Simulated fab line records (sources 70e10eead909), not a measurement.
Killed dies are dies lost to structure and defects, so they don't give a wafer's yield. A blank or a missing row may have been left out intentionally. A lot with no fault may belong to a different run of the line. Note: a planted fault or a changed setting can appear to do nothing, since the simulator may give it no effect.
Chamber matching + flow nand harc + ald hk-04 running NHARC_A_STAIRCASE_ALD_420: 4 sister chambers
The step deposits SiO2, target thk 20 nm, pulse time 6 s, ald cycles 200. 18 wafers are shown with their chamber, then 9 later ones without.

EACH WAFER AND ITS CHAMBER
| wafer  | chamber | heater power w (W) | precursor pulse height rel |
|--------|---------|--------------------|----------------------------|
| L077.1 | 1       | 470                | 1.010                      |
| L077.3 | 2       | 476                | 0.982                      |
| L077.5 | 0       | 435                | 0.966                      |
| L078.2 | 3       | 577                | 1.001                      |
| L078.5 | 0       | 440                | 1.021                      |
| L078.6 | 3       | 577                | 1.016                      |
| L082.1 | 2       | 470                | 1.019                      |
| L082.2 | 1       | 459                | 1.001                      |
| L082.6 | 2       | 461                | 1.014                      |
| L084.1 | 3       | 579                | 0.994                      |
| L084.5 | 1       | 471                | 0.994                      |
| L084.6 | 2       | 461                | 1.000                      |
| L087.2 | 0       | 418                | 1.007                      |
| L087.3 | 3       | 570                | 1.010                      |
| L087.4 | 1       | 472                | 1.035                      |
| L089.3 | 1       | 456                | 0.997                      |
| L089.4 | 0       | 428                | 0.976                      |
| L089.5 | 3       | 575                | 0.991                      |

SIGNATURES (means of the wafers above)
| reading                    | chamber 0 | chamber 1 | chamber 2 | chamber 3 | scatter within a chamber |
|----------------------------|-----------|-----------|-----------|-----------|--------------------------|
| heater power w             | 430.25    | 465.60    | 467.00    | 575.60    | 7.11                     |
| precursor pulse height rel | 0.99250   | 1.00740   | 1.00375   | 1.00240   | 0.0177                   |
Rule: for each reading, subtract the chamber's mean from the wafer's reading, divide by that reading's scatter and square the result; add these up over the readings and take the root, which gives the wafer's distance from the chamber. The wafer belongs to the nearest chamber; if the next one is less than 2 further off, it can't be placed. The scatter: take each reading less its chamber's mean, square it, sum over the shown wafers, divide by the number of wafers less the number of chambers, and take the root.

WAFERS WITHOUT THEIR CHAMBER
| wafer  | heater power w (W) | precursor pulse height rel |
|--------|--------------------|----------------------------|
| L090.1 | 455                | 0.996                      |
| L090.3 | 459                | 0.997                      |
| L090.4 | 415                | 1.007                      |
| L092.1 | 414                | 0.995                      |
| L092.2 | 457                | 1.030                      |
| L092.5 | 563                | 0.979                      |
| L094.1 | 462                | 0.987                      |
| L094.3 | 586                | 1.045                      |
| L094.5 | 407                | 0.985                      |

THE CHAMBER EACH PASSED THROUGH
| wafer  | from the rows above          | in truth |
|--------|------------------------------|----------|
| L090.1 | can't be placed: 1 or 2 or 0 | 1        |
| L090.3 | can't be placed: 1 or 2      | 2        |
| L090.4 | 0                            | 0        |
| L092.1 | 0                            | 0        |
| L092.2 | can't be placed: 1 or 2      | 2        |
| L092.5 | 3                            | 3        |
| L094.1 | can't be placed: 2 or 1      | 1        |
| L094.3 | 3                            | 3        |
| L094.5 | 0                            | 0        |
Correct placement for 5 of the 9. Unplaceable from these rows: 4, with the true chamber sitting among the candidates in 4. Placed wrongly: 0.
